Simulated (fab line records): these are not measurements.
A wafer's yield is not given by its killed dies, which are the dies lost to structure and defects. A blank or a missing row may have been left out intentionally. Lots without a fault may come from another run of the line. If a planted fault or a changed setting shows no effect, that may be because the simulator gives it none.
Which tool did it? | flow n5-finfet | 12 lots, 36 wafers sampled, at 1 step of a route of 1938

WHAT THE GAUGES SHOWED, per wafer
N5_BEOL_M13_CD_MEAS_10: the cd target is 190 nm.
lot  | measured     | on        | cd-nm (nm)
L074 | day 12 23:00 | cd-sem-01 | 192.9 190.6 191.8
L077 | day 13 18:11 | cd-sem-01 | 192.1 192.6 191.7
L080 | day 14 05:23 | cd-sem-01 | 191.5 191.5 191.4
L081 | day 14 08:26 | cd-sem-02 | 190.9 189.4 189.9
L082 | day 15 05:05 | cd-sem-02 | 190.8 188.9 190.5
L084 | day 15 12:43 | cd-sem-02 | 187.7 189.5 188.7
L087 | day 16 00:08 | cd-sem-03 | 189.7 189.3 189.4
L085 | day 16 06:38 | cd-sem-02 | 191.3 191.6 189.8
L093 | day 16 15:25 | cd-sem-01 | 189.1 190.8 189.6
L092 | day 17 15:08 | cd-sem-03 | 189.8 191.5 191.0
L095 | day 18 05:56 | cd-sem-01 | 191.8 191.8 192.1
L097 | day 19 06:32 | cd-sem-03 | 189.4 190.9 189.6

EACH LOT AND THE TOOL THAT RAN IT (in order: tool; ch and the chambers of the sampled wafers; start)
Before these readings, the record contains no process step.

THE ANSWER, worked out from the rows above alone
Rule: what is usual is taken from the lots themselves. Put in order of their means at a reading, lots are off if they are a third of the lots or fewer, leave a main group of 4 or more, and stand apart from it by a gap of 3 or more times the standard deviation of the main group's means; of several such gaps the widest counts. The tables above print the reading to a certain number of digits; a main group whose means all agree to those digits is not used. Also off: a lot with no number at a reading for which 4 or more lots have one. The other lots that the step has rows for count as sound.
Across all readings shown, no lot is off: no conclusion can be drawn from this.

WHAT HAD BEEN PUT IN BY THE SIMULATOR
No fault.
